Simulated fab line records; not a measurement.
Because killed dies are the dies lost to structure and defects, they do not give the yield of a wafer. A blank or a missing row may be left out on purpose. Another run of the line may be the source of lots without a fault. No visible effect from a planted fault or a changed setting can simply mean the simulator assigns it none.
What tool caused it? | flow nand_harc | Sampling: 12 lots, 36 wafers, 2 of 1159 route steps

WHAT EACH GAUGE READ, for each wafer
NHARC_P_M1_THK_MEAS_24: measures by xrf.
lot  | measured     | on            | thk_nm (nm)
L074 | day 6 06:39  | film_metro-02 | 156.4 157.3 157.0
L077 | day 6 17:23  | film_metro-02 | 159.4 156.5 158.3
L079 | day 7 09:17  | film_metro-02 | 155.3 154.4 157.2
L081 | day 7 18:26  | film_metro-01 | 156.6 158.6 155.6
L083 | day 8 07:03  | film_metro-01 | 158.5 157.0 160.9
L087 | day 9 04:06  | film_metro-01 | 157.9 157.4 157.4
L086 | day 9 11:05  | film_metro-02 | 156.5 158.1 159.5
L089 | day 9 19:55  | film_metro-02 | 157.5 155.8 157.1
L091 | day 10 11:40 | film_metro-02 | 157.8 157.2 158.9
L093 | day 10 17:40 | film_metro-02 | 160.0 158.7 159.6
L095 | day 11 02:46 | film_metro-01 | 158.2 158.3 155.7
L097 | day 12 02:10 | film_metro-01 | 158.7 156.6 155.3

TOOL THAT RAN EACH LOT (tool first, then ch and the chambers of the sampled wafers, then the start)
lot  | NHARC_P_CONTACT_CMP_01
L074 | cmp-01 ch 0,1,2, day 5 16:20
L077 | cmp-01 ch 0,1,3, day 6 05:10
L079 | cmp-02 ch 0,3, day 6 17:56
L081 | cmp-02 ch 0,2,3, day 7 04:53
L083 | cmp-03 ch 1,3, day 7 19:18
L087 | cmp-02 ch 0,2,3, day 8 15:20
L086 | cmp-02 ch 1,3, day 8 19:52
L089 | cmp-02 ch 1,2,3, day 9 07:48
L091 | cmp-03 ch 0,1,2, day 9 23:41
L093 | cmp-01 ch 0,1,3, day 10 05:49
L095 | cmp-03 ch 0,1, day 10 12:24
L097 | cmp-02 ch 0,1,2, day 11 11:05
- NHARC_P_CONTACT_CMP_01: polishes SiO2, target thk 200 nm.

THE ANSWER, worked out from the rows above alone
Rule: usual is defined by the lots themselves. Put in order of their means at a reading, lots are off if they are a third of the lots or fewer, leave a main group of 4 or more, and stand apart from it by a gap of 3 or more times the standard deviation of the main group's means; of several such gaps the widest counts. A main group is skipped when, at the precision printed for the reading in the tables above, its means are all equal. Also off: a lot with no number at a reading for which 4 or more lots have one. The other lots that the step has rows for count as sound.
None of the lots is off at any reading shown; this tells nothing.

WHAT THE SIMULATOR HAD PUT IN
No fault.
